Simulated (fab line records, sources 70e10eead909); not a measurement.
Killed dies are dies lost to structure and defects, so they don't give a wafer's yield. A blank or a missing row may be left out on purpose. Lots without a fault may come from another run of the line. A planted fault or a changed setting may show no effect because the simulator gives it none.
One fault seen from 3 desks | flow nand_harc | each desk has only its own numbers; what lay behind them comes last

THE TOOL OWNER'S DESK: pecvd_onon-02
The tool's own readings at NHARC_A_ONON_D1_DEP_03 (target thk 1000 nm): means of the sampled wafers that have a number, for each lot that ran on this tool. A lot is out of limits, marked OUT, if its mean lies more than 4 standard deviations from the usual mean; the brackets give that distance.
Columns: A = sih4_flow_sccm at NHARC_A_ONON_D1_DEP_03, usual 210.0 sccm
lot  | first seen here | A
L339 | day 8 04:01     | 210.4
L340 | day 8 20:35     | 210.1
L343 | day 9 04:32     | 211.3
L350 | day 10 17:47    | 210.2
L351 | day 11 11:40    | 210.2
This desk's finding: nothing out of limits on any of the 5 lots.

THE METROLOGY DESK
What the gauges read, lot by lot, whatever tool the lot ran on: means of the sampled wafers that have a number. A lot is out of limits, marked OUT, if its mean lies more than 4 standard deviations from the usual mean; the brackets give that distance.
Columns: A = thk_nm at NHARC_A_ONON_D1_THK_MEAS_05, usual 1002 nm
lot  | first seen here | A
L336 | day 7 15:51     | 993
L339 | day 8 04:32     | 1005
L338 | day 8 04:32     | 1014
L337 | day 8 04:34     | 986
L340 | day 8 21:02     | 999
L343 | day 9 05:02     | 1004
L347 | day 10 07:17    | 991
L350 | day 10 18:18    | 402 (-76) OUT
L351 | day 11 12:09    | 387 (-78) OUT
L356 | day 12 14:27    | 997
L357 | day 12 20:37    | 996
L358 | day 12 20:54    | 996
This desk's finding: out of limits on L350, L351; first on L350, day 10 18:18 (thk_nm at NHARC_A_ONON_D1_THK_MEAS_05). In limits: L336, L339, L338, L337, L340, L343, L347, L356, L357, L358.

THE DEFECT DESK
What the inspections along the route counted, lot by lot: means of the sampled wafers that have a number. A lot is out of limits, marked OUT, if its mean lies more than 4 standard deviations from the usual mean; the brackets give that distance.
Columns: A = raw_defect_count at NHARC_A_ZERO_WELL_INSPECT_17, usual 10
lot  | first seen here | A
L336 | day 6 17:25     | 7
L337 | day 7 06:25     | 12
L338 | day 7 07:05     | 16
L339 | day 7 08:06     | 4
L340 | day 8 00:06     | 13
L343 | day 8 06:59     | 10
L347 | day 9 07:22     | 4
L350 | day 9 20:45     | 5
L351 | day 10 13:19    | 6
L356 | day 11 15:07    | 8
L357 | day 11 20:22    | 8
L358 | day 12 01:29    | 7
This desk's finding: nothing out of limits on any of the 12 lots.

PUT TOGETHER
The metrology desk could have raised an alarm at day 10 18:18, on L350, L351.
The tool owner's desk saw nothing out of limits.
The defect desk saw nothing out of limits.
The tool owner's desk has L350, L351 on record, within its limits.
The defect desk has L350, L351 on record, within its limits.
Of the lots named, all ran NHARC_A_ONON_D1_DEP_03 on pecvd_onon-02.

WHAT THE SIMULATOR HAD PUT IN
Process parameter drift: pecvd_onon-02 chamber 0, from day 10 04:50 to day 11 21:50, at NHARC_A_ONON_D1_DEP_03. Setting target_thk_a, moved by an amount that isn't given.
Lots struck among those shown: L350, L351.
Hours from the fault's start to each desk's first reading out of limits: the metrology desk, 13.
